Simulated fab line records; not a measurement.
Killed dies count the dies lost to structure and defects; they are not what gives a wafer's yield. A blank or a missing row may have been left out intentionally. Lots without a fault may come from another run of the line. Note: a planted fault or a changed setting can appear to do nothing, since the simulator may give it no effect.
What tool caused it?	flow n5_finfet	24 lots, 72 wafers sampled, at 6 steps of a route of 1938

## WHAT EACH GAUGE READ, for each wafer
N5_BEOL_M9_INSPECT_58: inspects for defects (darkfield).
lot	measured	on	raw_defect_count
L075	day 9 15:40	defect_inspect-02	82 54 51
L077	day 10 07:37	defect_inspect-01	55 80 78
L074	day 10 08:00	defect_inspect-01	45 47 57
L076	day 10 10:29	defect_inspect-01	95 95 83
L079	day 10 21:17	defect_inspect-01	51 36 44
L078	day 10 21:35	defect_inspect-01	60 67 57
L080	day 11 04:11	defect_inspect-02	82 90 94
L081	day 11 10:25	defect_inspect-01	63 49 32
L082	day 11 11:37	defect_inspect-02	83 72 89
L083	day 11 16:21	defect_inspect-01	81 96 123
L084	day 12 06:57	defect_inspect-01	69 46 59
L085	day 12 15:37	defect_inspect-01	41 63 90
L086	day 12 23:38	defect_inspect-01	53 43 39
L087	day 13 15:55	defect_inspect-01	55 68 66
L089	day 13 21:43	defect_inspect-02	60 60 42
L088	day 13 22:35	defect_inspect-02	100 101 66
L090	day 14 05:10	defect_inspect-02	92 73 93
L091	day 14 09:08	defect_inspect-01	68 69 74
L093	day 14 17:46	defect_inspect-02	108 75 66
L094	day 14 21:49	defect_inspect-02	69 106 37
L092	day 14 22:24	defect_inspect-01	114 129 62
L095	day 15 05:48	defect_inspect-02	123 125 111
L096	day 15 14:31	defect_inspect-01	82 55 65
L097	day 15 17:47	defect_inspect-02	63 49 93

## EACH LOT AND THE TOOL THAT RAN IT (in order: tool; ch and the chambers of the sampled wafers; start)
lot	N5_BEOL_M9_HM_DEP_02	N5_BEOL_M9_DESCUM_16	N5_BEOL_M9_STRIP_67	N5_BEOL_M9_STRIP_36	N5_BEOL_M9_SPUTTER_48
L075	pvd_sputter-01, day 9 09:35	rie_diel-03 ch 0,2,3, day 9 10:11	rie_diel-03 ch 0,2,3, day 9 10:25	rie_diel-03 ch 0,1,3, day 9 11:26	pvd_sputter-02, day 9 14:25
L077	pvd_sputter-02, day 10 01:00	rie_diel-01 ch 0,1,2, day 10 01:35	rie_diel-01 ch 0,1,2, day 10 01:49	rie_diel-04 ch 0,2,3, day 10 04:35	pvd_sputter-03, day 10 05:55
L074	pvd_sputter-02, day 10 03:24	rie_diel-03 ch 0,2,3, day 10 04:14	rie_diel-03 ch 0,2,3, day 10 04:28	rie_diel-03 ch 0,2, day 10 05:37	pvd_sputter-03, day 10 06:55
L076	pvd_sputter-02, day 10 03:47	rie_diel-03 ch 0,3, day 10 05:05	rie_diel-03 ch 0,3, day 10 05:19	rie_diel-03 ch 0,2, day 10 06:22	pvd_sputter-03, day 10 09:25
L079	pvd_sputter-03, day 10 15:02	rie_diel-04 ch 1,2, day 10 15:47	rie_diel-04 ch 1,2, day 10 16:01	rie_diel-04 ch 1,2,3, day 10 17:54	pvd_sputter-03, day 10 20:11
L078	pvd_sputter-03, day 10 16:05	rie_diel-03 ch 0,2, day 10 17:10	rie_diel-03 ch 0,2, day 10 17:23	rie_diel-04 ch 1,3, day 10 18:50	pvd_sputter-01, day 10 20:34
L080	pvd_sputter-02, day 10 22:49	rie_diel-03 ch 2,3, day 10 23:55	rie_diel-03 ch 2,3, day 11 00:08	rie_diel-03 ch 1,3, day 11 01:02	pvd_sputter-03, day 11 02:59
L081	pvd_sputter-02, day 11 04:02	rie_diel-01 ch 1,3, day 11 04:37	rie_diel-01 ch 1,3, day 11 04:51	rie_diel-04 ch 1,2,3, day 11 05:52	pvd_sputter-01, day 11 09:16
L082	pvd_sputter-01, day 11 05:08	rie_diel-01 ch 0,1,3, day 11 06:03	rie_diel-01 ch 0,1,3, day 11 06:17	rie_diel-04 ch 2,3, day 11 07:31	pvd_sputter-03, day 11 10:38
L083	pvd_sputter-01, day 11 09:33	rie_diel-03 ch 1,3, day 11 10:11	rie_diel-03 ch 1,3, day 11 10:25	rie_diel-01 ch 1,2, day 11 11:35	pvd_sputter-01, day 11 15:10
L084	pvd_sputter-02, day 12 01:23	rie_diel-04 ch 0,1, day 12 01:58	rie_diel-04 ch 0,1, day 12 02:12	rie_diel-01 ch 1,2, day 12 03:53	pvd_sputter-03, day 12 05:39
L085	pvd_sputter-02, day 12 08:36	rie_diel-03 ch 1,2, day 12 09:24	rie_diel-03 ch 1,2, day 12 09:38	rie_diel-03 ch 0,1,2, day 12 13:08	pvd_sputter-01, day 12 14:37
L086	pvd_sputter-01, day 12 16:44	rie_diel-04 ch 0,1,2, day 12 17:19	rie_diel-04 ch 0,1,2, day 12 17:33	rie_diel-03 ch 0,1,2, day 12 20:10	pvd_sputter-02, day 12 21:52
L087	pvd_sputter-02, day 13 10:05	rie_diel-03 ch 0,1, day 13 10:40	rie_diel-03 ch 0,1, day 13 10:54	rie_diel-04 ch 0,2, day 13 12:12	pvd_sputter-01, day 13 14:38
L089	pvd_sputter-03, day 13 14:24	rie_diel-01 ch 0,2,3, day 13 14:59	rie_diel-01 ch 0,2,3, day 13 15:13	rie_diel-04 ch 1,2,3, day 13 18:55	pvd_sputter-03, day 13 20:19
L088	pvd_sputter-01, day 13 15:55	rie_diel-04 ch 1,2, day 13 16:29	rie_diel-04 ch 1,2, day 13 16:43	rie_diel-03 ch 0,2,3, day 13 18:58	pvd_sputter-03, day 13 20:42
L090	pvd_sputter-02, day 13 23:27	rie_diel-03 ch 1,2, day 14 00:01	rie_diel-03 ch 1,2, day 14 00:14	rie_diel-04 ch 0,1,3, day 14 02:35	pvd_sputter-02, day 14 04:08
L091	pvd_sputter-02, day 14 03:04	rie_diel-01 ch 0,1,3, day 14 03:39	rie_diel-01 ch 0,1,3, day 14 03:53	rie_diel-04 ch 0,2,3, day 14 04:47	pvd_sputter-02, day 14 08:10
L093	pvd_sputter-03, day 14 11:23	rie_diel-01 ch 0,1, day 14 11:58	rie_diel-01 ch 0,1, day 14 12:11	rie_diel-03 ch 0,2,3, day 14 13:28	pvd_sputter-02, day 14 16:46
L094	pvd_sputter-01, day 14 16:44	rie_diel-01 ch 1,2,3, day 14 17:29	rie_diel-01 ch 1,2,3, day 14 17:43	rie_diel-04 ch 0,1, day 14 19:00	pvd_sputter-01, day 14 20:41
L092	pvd_sputter-02, day 14 17:09	rie_diel-04 ch 0,1,3, day 14 17:44	rie_diel-04 ch 0,1,2, day 14 17:59	rie_diel-04 ch 0,1,2, day 14 19:41	pvd_sputter-01, day 14 21:01
L095	pvd_sputter-02, day 14 23:47	rie_diel-01 ch 0,2,3, day 15 00:22	rie_diel-01 ch 0,2,3, day 15 00:36	rie_diel-04 ch 0,1, day 15 01:47	pvd_sputter-01, day 15 03:27
L096	pvd_sputter-02, day 15 09:12	rie_diel-04 ch 1,2, day 15 10:06	rie_diel-04 ch 1,2, day 15 10:20	rie_diel-03 ch 1,2, day 15 11:25	pvd_sputter-03, day 15 13:30
L097	pvd_sputter-01, day 15 11:25	rie_diel-01 ch 0,1,2, day 15 12:01	rie_diel-01 ch 0,1,2, day 15 12:14	rie_diel-04 ch 0,1,2, day 15 15:14	pvd_sputter-01, day 15 16:46
- N5_BEOL_M9_HM_DEP_02: deposits TiN, target thk 20 nm.
- N5_BEOL_M9_DESCUM_16: chemistry O2, time 7.9 s.
- N5_BEOL_M9_STRIP_67: strips in CF4.
- N5_BEOL_M9_STRIP_36: strips in N2/H2.
- N5_BEOL_M9_SPUTTER_48: material Cu, target thk 12 nm, time 2 s.

## WHAT THE TOOLS THEMSELVES READ (means of the sampled wafers that have a number; where no wafer has one, the mark that the record gives instead)
N5_BEOL_M9_HM_DEP_02.
lot	tool	susceptor_temp_C (C)	throttle_valve_pct (%)
L075	pvd_sputter-01	25.10	30.5
L077	pvd_sputter-02	25.02	29.3
L074	pvd_sputter-02	24.89	28.8
L076	pvd_sputter-02	24.98	28.8
L079	pvd_sputter-03	25.05	29.6
L078	pvd_sputter-03	24.84	30.8
L080	pvd_sputter-02	25.04	29.6
L081	pvd_sputter-02	24.87	28.7
L082	pvd_sputter-01	25.01	29.4
L083	pvd_sputter-01	25.04	29.8
L084	pvd_sputter-02	24.91	30.2
L085	pvd_sputter-02	25.00	29.4
L086	pvd_sputter-01	24.98	30.5
L087	pvd_sputter-02	24.98	28.5
L089	pvd_sputter-03	25.11	30.3
L088	pvd_sputter-01	25.03	30.9
L090	pvd_sputter-02	25.00	28.7
L091	pvd_sputter-02	24.92	28.7
L093	pvd_sputter-03	24.94	29.7
L094	pvd_sputter-01	25.01	29.9
L092	pvd_sputter-02	25.10	29.2
L095	pvd_sputter-02	25.00	29.8
L096	pvd_sputter-02	24.98	29.0
L097	pvd_sputter-01	24.96	30.8

N5_BEOL_M9_DESCUM_16.
lot	tool	drypump_motor_current_A (A)	oes_product_au (a.u.)	rf_vpp_V (V)	showerhead_plenum_p_Torr (Torr)	throttle_valve_pct (%)
L075	rie_diel-03	5.6	0.76	243.0	2.07	20.20
L077	rie_diel-01	5.3	0.84	241.5	2.04	20.17
L074	rie_diel-03	5.6	0.75	242.9	2.07	20.21
L076	rie_diel-03	5.9	0.66	242.3	2.05	20.27
L079	rie_diel-04	6.0	0.82	241.6	2.05	20.05
L078	rie_diel-03	5.4	0.83	243.7	2.09	20.01
L080	rie_diel-03	5.5	0.74	243.8	2.08	20.38
L081	rie_diel-01	5.7	0.80	242.5	2.07	20.15
L082	rie_diel-01	5.5	0.82	242.2	2.08	20.13
L083	rie_diel-03	5.9	0.76	243.6	2.09	20.57
L084	rie_diel-04	5.7	0.90	241.8	2.01	20.29
L085	rie_diel-03	5.4	0.89	243.7	2.12	20.19
L086	rie_diel-04	5.9	0.85	242.7	2.02	20.18
L087	rie_diel-03	6.1	0.93	242.9	2.07	20.06
L089	rie_diel-01	5.3	0.78	242.5	2.07	20.24
L088	rie_diel-04	6.0	0.79	242.7	2.05	20.10
L090	rie_diel-03	5.9	0.87	243.6	2.13	20.38
L091	rie_diel-01	5.4	0.80	242.8	2.08	20.16
L093	rie_diel-01	5.5	0.82	242.3	2.03	20.14
L094	rie_diel-01	5.5	0.75	241.9	2.06	20.27
L092	rie_diel-04	5.6	0.76	241.8	1.97	20.31
L095	rie_diel-01	5.3	0.77	242.5	2.07	20.25
L096	rie_diel-04	6.0	0.79	243.4	2.04	20.10
L097	rie_diel-01	5.3	0.79	241.8	2.02	20.23

N5_BEOL_M9_STRIP_67.
lot	tool	drypump_motor_current_A (A)	oes_product_au (a.u.)	rf_vpp_V (V)	showerhead_plenum_p_Torr (Torr)	throttle_valve_pct (%)
L075	rie_diel-03	5.6	0.76	271.5	1.79	13.55
L077	rie_diel-01	5.3	0.84	269.3	1.74	13.34
L074	rie_diel-03	5.6	0.75	271.1	1.79	13.56
L076	rie_diel-03	5.9	0.67	270.3	1.77	13.66
L079	rie_diel-04	6.0	0.82	269.6	1.76	13.20
L078	rie_diel-03	5.4	0.82	270.6	1.81	13.37
L080	rie_diel-03	5.5	0.75	271.2	1.80	13.69
L081	rie_diel-01	5.7	0.80	271.0	1.79	13.40
L082	rie_diel-01	5.5	0.83	271.4	1.79	13.34
L083	rie_diel-03	5.9	0.75	271.4	1.80	13.77
L084	rie_diel-04	5.8	0.89	270.3	1.72	13.40
L085	rie_diel-03	5.5	0.88	272.1	1.83	13.37
L086	rie_diel-04	5.9	0.84	270.4	1.74	13.31
L087	rie_diel-03	6.1	0.92	271.2	1.78	13.20
L089	rie_diel-01	5.3	0.79	271.0	1.78	13.47
L088	rie_diel-04	6.0	0.79	271.5	1.75	13.24
L090	rie_diel-03	5.9	0.86	272.5	1.82	13.47
L091	rie_diel-01	5.4	0.80	271.6	1.78	13.38
L093	rie_diel-01	5.5	0.83	269.9	1.74	13.33
L094	rie_diel-01	5.5	0.76	270.8	1.77	13.54
L092	rie_diel-04	5.9	0.82	270.0	1.73	13.35
L095	rie_diel-01	5.2	0.78	270.6	1.77	13.48
L096	rie_diel-04	6.0	0.78	269.8	1.75	13.28
L097	rie_diel-01	5.3	0.80	269.8	1.73	13.43

N5_BEOL_M9_STRIP_36.
lot	tool	drypump_motor_current_A (A)	oes_product_au (a.u.)	rf_vpp_V (V)	showerhead_plenum_p_Torr (Torr)	throttle_valve_pct (%)
L075	rie_diel-03	6.0	0.68	58.2	2.54	23.74
L077	rie_diel-04	5.7	0.75	58.6	2.49	23.51
L074	rie_diel-03	5.7	0.75	59.8	2.53	23.23
L076	rie_diel-03	5.4	0.83	58.9	2.56	23.23
L079	rie_diel-04	5.6	0.76	57.6	2.43	23.27
L078	rie_diel-04	5.5	0.72	57.5	2.35	23.31
L080	rie_diel-03	6.1	0.85	59.7	2.57	23.93
L081	rie_diel-04	5.7	0.76	59.4	2.43	23.26
L082	rie_diel-04	5.5	0.73	58.9	2.46	23.27
L083	rie_diel-01	5.6	0.80	59.3	2.46	23.47
L084	rie_diel-01	5.4	0.78	59.2	2.44	23.48
L085	rie_diel-03	5.8	0.92	58.0	2.55	23.39
L086	rie_diel-03	5.8	0.92	60.5	2.55	23.41
L087	rie_diel-04	6.1	0.87	59.4	2.54	23.42
L089	rie_diel-04	5.7	0.74	58.7	2.43	23.30
L088	rie_diel-03	5.6	0.92	58.8	2.52	23.35
L090	rie_diel-04	5.6	0.78	59.2	2.40	23.48
L091	rie_diel-04	5.7	0.80	58.3	2.48	23.46
L093	rie_diel-03	5.6	0.91	57.7	2.52	23.38
L094	rie_diel-04	5.7	0.78	59.8	2.37	23.50
L092	rie_diel-04	5.9	0.82	59.5	2.45	23.48
L095	rie_diel-04	5.7	0.78	57.0	2.37	23.52
L096	rie_diel-03	5.4	0.86	59.6	2.58	23.54
L097	rie_diel-04	5.9	0.81	58.0	2.45	23.46

N5_BEOL_M9_SPUTTER_48.
lot	tool	susceptor_temp_C (C)	throttle_valve_pct (%)
L075	pvd_sputter-02	-19.89	30.1
L077	pvd_sputter-03	-19.97	29.6
L074	pvd_sputter-03	-20.05	30.8
L076	pvd_sputter-03	-19.96	30.5
L079	pvd_sputter-03	-20.05	31.0
L078	pvd_sputter-01	-19.98	30.9
L080	pvd_sputter-03	-19.97	30.9
L081	pvd_sputter-01	-19.95	29.9
L082	pvd_sputter-03	-19.99	30.3
L083	pvd_sputter-01	-20.06	29.5
L084	pvd_sputter-03	-20.00	29.7
L085	pvd_sputter-01	-20.04	30.6
L086	pvd_sputter-02	-19.92	29.6
L087	pvd_sputter-01	-19.94	30.1
L089	pvd_sputter-03	-20.04	29.8
L088	pvd_sputter-03	-20.02	28.8
L090	pvd_sputter-02	-19.99	29.5
L091	pvd_sputter-02	-19.94	29.4
L093	pvd_sputter-02	-20.07	29.2
L094	pvd_sputter-01	-19.96	29.5
L092	pvd_sputter-01	-19.94	31.5
L095	pvd_sputter-01	-19.96	31.0
L096	pvd_sputter-03	-20.02	29.7
L097	pvd_sputter-01	-19.99	29.3

## THE ANSWER, worked out from the rows above alone
Rule: usual is defined by the lots themselves. The widest of any qualifying gaps counts: lots, ordered by their means at a reading, are off when they make up no more than a third of the lots, leave a main group of 4 or more, and stand apart from it by 3 or more times the standard deviation of that group's means. A main group whose means are all the same, to the digits that the tables above print for the reading, isn't used. A lot without any number at a reading at which 4 lots or more have one is off too. All remaining lots with rows at the step are treated as sound. After the gauges, taken in route order, come the tools' own readings; for these a lot's mean is taken, as printed above. The first step at which some lot is off is used, and at that step the reading that is off furthest; a lot without a number counts as furthest.
None of the lots is off at any reading shown; this tells nothing.

## WHAT WAS PUT IN BY THE SIMULATOR
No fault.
